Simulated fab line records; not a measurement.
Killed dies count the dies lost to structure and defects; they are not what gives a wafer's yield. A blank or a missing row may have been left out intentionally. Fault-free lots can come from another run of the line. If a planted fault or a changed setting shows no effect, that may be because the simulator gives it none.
Code-filled problem report in 8D (eight disciplines) form / flow nand harc / the parts of the form that need people (team, actions taken, sign-off) are left out

== 1. THE ISSUE ==
overpolish run s at NHARC_P_STI_CMP_21 reads a mean of 70.691 s on 6 wafers of 2 lots; wafers without a fault read 20.000 s with a standard deviation of 0.0094. So: +99 or more standard deviations from the usual mean.
The step: polishes, t overpolish 20 s, target thk 380.67 nm.
Seen first at day 7 11:32 on cmp-03, wafer L378.1. The record holds 39 wafers of 13 lots with a number at this step. Rule for "out", or "out of limits": more than 4 standard deviations from the usual mean. The other wafers with a number count as sound.

== 2. WHAT THIS IS AND IS NOT ==
question=which readings at this step | is=overpolish run s | is not=motor current A
question=which lots | is=L378, L380 | is not=L369, L370, L371, L382, L384, L385, L386, L388, L389, L390, L392
question=which wafers of those lots | is=all that have a number | is not=-
question=read on which tools | is=cmp-03 | is not=cmp-02, cmp-04
question=when | is=from day 7 11:32 | is not=up to then (9 sound wafers); but 24 sound wafers of L382, L384, L385, L386, L388, L389, L390, L392 came after

== 3. THE SUSPECTS, EACH WITH WHAT RULES IT OUT ==
Counting: a tool at any process step up to the reading remains a suspect when it ran all the lots that are out and ran no sound lot after the first of those.
- cmp-03 at NHARC_P_STI_CMP_21 (polishes, t overpolish 20 s, target thk 380.67 nm): ruled out as a lasting fault. After its first lot that is out, L378 (day 7 11:32), sound lots L386, L388 ran on it.
Left after counting: nothing in the record.

== 4. THE CAUSE (what the simulator had put in) ==
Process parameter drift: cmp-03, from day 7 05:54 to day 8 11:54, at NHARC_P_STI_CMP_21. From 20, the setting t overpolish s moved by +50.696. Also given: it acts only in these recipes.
Counting ruled it out, wrongly.

== 5. THE EFFECT CHAIN, in route order ==
Rows list readings where the struck wafers' mean (over those with a number) sits beyond 3 standard deviations from the usual. Only readings for which the record gives a usual standard deviation are gone through. hours: the time from each lot's start at the first step in this table that gives one to its start at this step, as a median over the lots. sigmas: the change in usual standard deviations.
hours=0; step=NHARC_P_STI_CMP_21; reading=overpolish run s; usual=20.000 s; on struck wafers=70.691; change=+50.691; sigmas=+99 or more
Here are the process steps it includes:
- NHARC_P_STI_CMP_21: polishes, t overpolish 20 s, target thk 380.67 nm.
At these later measuring or inspecting steps, every struck wafer for which the step has a row has a number for every such reading, and none has moved that far: NHARC_END_SORT_01.

== 6. HOW IT WOULD HAVE BEEN CAUGHT EARLIER ==
6 hours passed between the start of the fault at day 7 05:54 and the first reading out of limits in this record, taken at day 7 11:32.
